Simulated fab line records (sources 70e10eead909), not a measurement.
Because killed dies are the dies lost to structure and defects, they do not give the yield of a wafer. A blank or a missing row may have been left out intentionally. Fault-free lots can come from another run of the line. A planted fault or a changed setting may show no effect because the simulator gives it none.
Which tool was responsible? | flow nandHarc | 33 wafers from 11 lots sampled at 6 of the route's 1302 steps

== WHAT EACH GAUGE READ, for each wafer ==
NHARC_A_M1_CD_MEAS_09: the cd target is 120 nm. Usual: cdNm reads 120.2 nm (standard deviation 0.66).
lot  | measured     | on       | cdNm (nm)         | flag
L833 | day 23 09:12 | cdSem-02 | 121.0 120.9 119.9 | 
L832 | day 23 11:57 | cdSem-01 | 121.2 120.1 119.9 | 
L837 | day 25 11:46 | cdSem-03 | 120.6 121.0 121.4 | 
L839 | day 25 13:44 | cdSem-01 | 120.5 121.8 121.3 | 
L844 | day 27 22:43 | cdSem-03 | 119.3 119.0 119.8 | 
L847 | day 29 00:58 | cdSem-02 | 119.5 119.9 119.3 | 
L848 | day 29 07:17 | cdSem-02 | 135.6 137.1 137.1 | OFF
L851 | day 30 17:02 | cdSem-02 | 120.2 121.0 120.3 | 
L850 | day 31 02:20 | cdSem-01 | 120.2 119.7 121.0 | 
L852 | day 31 09:50 | cdSem-03 | 133.7 134.1 133.5 | OFF
L855 | day 31 21:55 | cdSem-03 | 119.6 119.3 120.8 | 

NHARC_A_M1_CD_MEAS_16. Usual: cdNm reads 120.2 nm (standard deviation 0.97).
lot  | measured     | on       | cdNm (nm)         | flag
L833 | day 23 09:41 | cdSem-03 | 120.1 120.6 119.7 | 
L832 | day 23 12:26 | cdSem-03 | 120.7 119.4 120.3 | 
L837 | day 25 12:43 | cdSem-02 | 120.8 121.0 121.3 | 
L839 | day 25 14:13 | cdSem-01 | 121.8 120.4 121.6 | 
L844 | day 27 23:12 | cdSem-01 | 120.1 119.5 119.2 | 
L847 | day 29 01:28 | cdSem-02 | 120.5 118.9 119.1 | 
L848 | day 29 07:47 | cdSem-01 | 135.9 137.0 135.9 | OFF
L851 | day 30 17:31 | cdSem-03 | 119.7 120.6 119.5 | 
L850 | day 31 02:50 | cdSem-02 | 120.2 118.7 120.8 | 
L852 | day 31 10:20 | cdSem-01 | 134.5 133.2 132.0 | OFF
L855 | day 31 22:25 | cdSem-03 | 119.5 119.3 120.9 | 

== TOOL THAT RAN EACH LOT (tool first, then ch and the chambers of the sampled wafers, then the start) ==
lot  | NHARC_A_BLC_PVD_32                     | NHARC_A_M0_ETCH_15                           | NHARC_A_M0_PVD_20                      | NHARC_A_M1_EXPOSE_06
L833 | pvdSputter-01, day 23 09:04 or earlier | rieDiel-12 ch 2,3, day 23 09:04 or earlier   | pvdSputter-01, day 23 09:04 or earlier | arfiScanner-03 ch 0, day 23 09:04
L832 | pvdSputter-01, day 23 11:49 or earlier | rieDiel-13 ch 1,2,3, day 23 11:49 or earlier | pvdSputter-03, day 23 11:49 or earlier | arfiScanner-03 ch 0, day 23 11:49
L837 | pvdSputter-01, day 25 07:41 or earlier | rieDiel-12 ch 2,3, day 25 07:41              | pvdSputter-02, day 25 11:37 or earlier | arfiScanner-01 ch 0, day 25 11:37
L839 | pvdSputter-03, day 25 13:35 or earlier | rieDiel-09 ch 0,1,2, day 25 13:35 or earlier | pvdSputter-02, day 25 13:35 or earlier | arfiScanner-03 ch 0, day 25 13:35
L844 | pvdSputter-03, day 27 22:34 or earlier | rieDiel-12 ch 0,1, day 27 22:34 or earlier   | pvdSputter-03, day 27 22:34 or earlier | arfiScanner-01 ch 0, day 27 22:34
L847 | pvdSputter-03, day 29 00:49 or earlier | rieDiel-13 ch 0,1,2, day 29 00:49 or earlier | pvdSputter-02, day 29 00:49 or earlier | arfiScanner-01 ch 0, day 29 00:49
L848 | pvdSputter-02, day 29 07:09 or earlier | rieDiel-12 ch 1,2,3, day 29 07:09 or earlier | pvdSputter-02, day 29 07:09 or earlier | arfiScanner-01 ch 0, day 29 07:09
L851 | pvdSputter-02, day 30 16:53 or earlier | rieDiel-13 ch 1,2,3, day 30 16:53 or earlier | pvdSputter-01, day 30 16:53 or earlier | arfiScanner-02 ch 0, day 30 16:53
L850 | pvdSputter-01, day 31 02:12 or earlier | rieDiel-12 ch 0,1, day 31 02:12 or earlier   | pvdSputter-03, day 31 02:12 or earlier | arfiScanner-02 ch 0, day 31 02:12
L852 | pvdSputter-01, day 31 09:42 or earlier | rieDiel-13 ch 0,1,3, day 31 09:42 or earlier | pvdSputter-03, day 31 09:42 or earlier | arfiScanner-01 ch 0, day 31 09:42
L855 | pvdSputter-03, day 31 21:47 or earlier | rieDiel-09 ch 0,1,2, day 31 21:47 or earlier | pvdSputter-01, day 31 21:47 or earlier | arfiScanner-02 ch 0, day 31 21:47
- NHARC_A_BLC_PVD_32: deposits Ti, target thk 5 nm, time 17.7 s.
- NHARC_A_M0_ETCH_15: etches the open film in C4F8/Ar, target depth 150 nm, overetch 15 nm, time 82.5 s.
- NHARC_A_M0_PVD_20: deposits TaN, target thk 5 nm, time 8.06 s.
- NHARC_A_M1_EXPOSE_06: exposes mask A M1, target cd 120 nm.

== AS READ BY THE TOOLS THEMSELVES (means over the sampled wafers that have a number; for cases with no such wafer, the mark the record gives instead) ==
NHARC_A_BLC_PVD_32. Usual: throttleValvePct reads 29.3 % (standard deviation 0.78).
lot  | tool          | throttleValvePct (%) | flag
L833 | pvdSputter-01 | 29.1                 | 
L832 | pvdSputter-01 | 28.5                 | 
L837 | pvdSputter-01 | 29.2                 | 
L839 | pvdSputter-03 | 29.2                 | 
L844 | pvdSputter-03 | 29.6                 | 
L847 | pvdSputter-03 | 29.4                 | 
L848 | pvdSputter-02 | 30.9                 | 
L851 | pvdSputter-02 | 30.7                 | 
L850 | pvdSputter-01 | 28.6                 | 
L852 | pvdSputter-01 | 29.1                 | 
L855 | pvdSputter-03 | 29.3                 | 

NHARC_A_M0_ETCH_15. Usual: oesProductAu 0.953 a.u., standard deviation 0.025; rfVppV 439.8 V, standard deviation 2.6.
lot  | tool       | oesProductAu (a.u.) | rfVppV (V) | flag
L833 | rieDiel-12 | 0.951               | 439.2      | 
L832 | rieDiel-13 | 0.976               | 441.1      | 
L837 | rieDiel-12 | 0.936               | 439.0      | 
L839 | rieDiel-09 | 0.919               | 439.0      | 
L844 | rieDiel-12 | 0.971               | 440.6      | 
L847 | rieDiel-13 | 0.931               | 443.6      | 
L848 | rieDiel-12 | 0.960               | 440.5      | 
L851 | rieDiel-13 | 0.978               | 441.5      | 
L850 | rieDiel-12 | 0.912               | 439.1      | 
L852 | rieDiel-13 | 0.978               | 440.6      | 
L855 | rieDiel-09 | 0.969               | 439.7      | 

NHARC_A_M0_PVD_20. Usual: throttleValvePct reads 29.5 % (standard deviation 0.97).
lot  | tool          | throttleValvePct (%) | flag
L833 | pvdSputter-01 | 28.6                 | 
L832 | pvdSputter-03 | 29.2                 | 
L837 | pvdSputter-02 | 29.9                 | 
L839 | pvdSputter-02 | 30.1                 | 
L844 | pvdSputter-03 | 29.7                 | 
L847 | pvdSputter-02 | 30.2                 | 
L848 | pvdSputter-02 | 30.7                 | 
L851 | pvdSputter-01 | 29.1                 | 
L850 | pvdSputter-03 | 29.6                 | 
L852 | pvdSputter-03 | 29.7                 | 
L855 | pvdSputter-01 | 29.0                 | 

NHARC_A_M1_EXPOSE_06. Usual: exposureDoseMJCm2 reads 75.13 (standard deviation 0.074).
lot  | tool           | exposureDoseMJCm2 | flag
L833 | arfiScanner-03 | 75.03             | 
L832 | arfiScanner-03 | 75.16             | 
L837 | arfiScanner-01 | 75.18             | 
L839 | arfiScanner-03 | 75.02             | 
L844 | arfiScanner-01 | 75.16             | 
L847 | arfiScanner-01 | 75.08             | 
L848 | arfiScanner-01 | 98.58             | OFF
L851 | arfiScanner-02 | 75.16             | 
L850 | arfiScanner-02 | 75.16             | 
L852 | arfiScanner-01 | 93.86             | OFF
L855 | arfiScanner-02 | 75.00             | 

== THE ANSWER, worked out from the rows above alone ==
Rule: a lot counts as off when the mean over its wafers that have a number is more than 3 standard deviations away from the usual mean. Also off: a lot with no number at a reading for which 4 or more lots have one. All remaining lots with rows at the step are treated as sound. The gauges are gone through in route order, then the tools' own readings, and for those a lot's mean is taken as printed above. At the first step where some lot is off, the reading lying furthest off is the one used; lots without a number count as furthest.
Off, at NHARC_A_M1_CD_MEAS_09 on cdNm: L848, L852.
If a tool, at a process step before that reading, ran all the lots that are off and no sound lot after the first of them, it fits. Not tried: the gauges at NHARC_A_M1_CD_MEAS_09; whatever is off there is also off at NHARC_A_M1_CD_MEAS_16, on other tools, and gauge error can't account for it. With no start given for some of its lots, NHARC_A_BLC_PVD_32 uses the hours and lot order of NHARC_A_M1_EXPOSE_06. With no start given for some of its lots, NHARC_A_M0_ETCH_15 uses the hours and lot order of NHARC_A_M1_EXPOSE_06. With no start given for some of its lots, NHARC_A_M0_PVD_20 uses the hours and lot order of NHARC_A_M1_EXPOSE_06. One candidate fits, namely arfiScanner-01 at NHARC_A_M1_EXPOSE_06. A fault onset in the window from L847 (day 29 00:49, its last sound lot) to L848 (day 29 07:09, its first lot off) fits.
The tool's own readings at NHARC_A_M1_EXPOSE_06 bear it out: on the lots that are off they differ by more than 5 times the standard deviation of the sound lots' means. exposureDoseMJCm2 reads 96.22 there against 75.11 on the sound lots.

== WHAT THE SIMULATOR PUT IN ==
Process parameter drift: arfiScanner-01, from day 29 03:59 on, at NHARC_A_M1_EXPOSE_06. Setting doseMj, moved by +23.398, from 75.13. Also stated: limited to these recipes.
Shown lots that were struck: L848, L852. The rule above found the same.
